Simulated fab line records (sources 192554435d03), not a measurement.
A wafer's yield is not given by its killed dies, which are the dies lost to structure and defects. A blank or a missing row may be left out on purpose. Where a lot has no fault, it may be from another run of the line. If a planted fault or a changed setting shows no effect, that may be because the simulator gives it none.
The same fault as seen by 3 desks / flow n5_finfet / every desk sees just its own numbers, and what lay behind them comes last

== AT THE METROLOGY DESK ==
Lot by lot, what the gauges showed, no matter which tool ran the lot: averages of those sampled wafers that carry a number. Marked OUT: a lot whose mean sits more than 4 standard deviations from the usual mean, which makes it out of limits; the brackets give that distance.
Columns: A = M7_THK at N5_BEOL_M7_THK_MEAS_53, usual 80.3 nm; B = M7_RS at N5_BEOL_M7_RS_MEAS_57, usual 0.286 ohm/sq; C = M8_ILD_THK at N5_BEOL_M8_THK_MEAS_01, usual 155.0 nm; D = cd_nm at N5_BEOL_M8_CD_MEAS_11, usual 38.4 nm; E = M8_OVL at N5_BEOL_M8_OVL_MEAS_12, usual -0.3 nm
lot=L491; first seen here=day 10 07:35; A=78.3; B=0.293; C=159.6; D=38.8; E=0.4
lot=L492; first seen here=day 10 17:41; A=80.0; B=0.287; C=153.1; D=38.9; E=-0.7
lot=L502; first seen here=day 13 14:12; A=80.7; B=0.283; C=154.8; D=38.7; E=0.5
lot=L505; first seen here=day 13 22:03; A=80.7; B=0.286; C=156.3; D=38.7; E=-0.8
lot=L508; first seen here=day 14 20:44; A=80.2; B=0.284; C=154.6; D=38.2; E=0.3
lot=L511; first seen here=day 15 05:15; A=78.7; B=0.290; C=152.9; D=38.0; E=-0.0
This desk's finding: nothing out of limits on any of the 6 lots.

== DESK OF THE TOOL OWNER: litho_track-02 ==
The tool's own readings at N5_BEOL_M8_COAT_05 (resist thk 90 nm): means of the sampled wafers that have a number, for each lot that ran on this tool. Marked OUT: a lot whose mean sits more than 4 standard deviations from the usual mean, which makes it out of limits; the brackets give that distance.
Columns: A = chill_plate_temp_C at N5_BEOL_M8_COAT_05, usual 23.00 C; B = dispense_pressure_kPa at N5_BEOL_M8_COAT_05, usual 51 kPa; C = resist_line_temp_C at N5_BEOL_M8_COAT_05, usual 23.01 C; D = spin_speed_rpm at N5_BEOL_M8_COAT_05, usual 1500.2 rpm
lot=L491; first seen here=day 10 09:23; A=23.21; B=55; C=23.07; D=1500.9
lot=L502; first seen here=day 13 18:01; A=22.99; B=55; C=23.01; D=1588.4 (+74) OUT
lot=L505; first seen here=day 13 23:53; A=22.93; B=55; C=22.94; D=1589.2 (+74) OUT
This desk's finding: out of limits on L502, L505; first on L502, day 13 18:01 (spin_speed_rpm at N5_BEOL_M8_COAT_05). L491 stayed within limits.

== THE DEFECT DESK ==
Per lot, the means of the sampled wafers with a number show what the inspections along the route counted. Marked OUT: a lot whose mean sits more than 4 standard deviations from the usual mean, which makes it out of limits; the brackets give that distance.
Columns: A = raw_defect_count at N5_BEOL_M7_INSPECT_58, usual 67; B = raw_defect_count at N5_BEOL_M8_INSPECT_13, usual 399
lot=L491; first seen here=day 10 07:47; A=75; B=447
lot=L492; first seen here=day 10 17:50; A=89; B=455
lot=L502; first seen here=day 13 14:21; A=54; B=413
lot=L505; first seen here=day 13 22:12; A=52; B=349
lot=L508; first seen here=day 14 20:53; A=56; B=353
lot=L511; first seen here=day 15 05:25; A=48; B=367
This desk's finding: nothing out of limits on any of the 6 lots.

== ALL TOGETHER ==
The tool owner's desk had the chance to raise an alarm at day 13 18:01 on L502, L505.
Metrology desk: nothing out of limits seen.
Nothing the defect desk looked at was out of limits.
The metrology desk holds a record of L502, L505, inside its limits.
The defect desk has L502, L505 on record, within its limits.
N5_BEOL_M8_COAT_05 was run on litho_track-02 by each of the lots named.

== WHAT THE SIMULATOR HAD INSERTED ==
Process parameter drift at N5_BEOL_M8_COAT_05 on litho_track-02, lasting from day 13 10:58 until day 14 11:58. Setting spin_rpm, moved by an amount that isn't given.
Lots struck among those shown: L502, L505.
Each desk's first reading out of limits, in hours after the fault started: the tool owner's desk, 7.
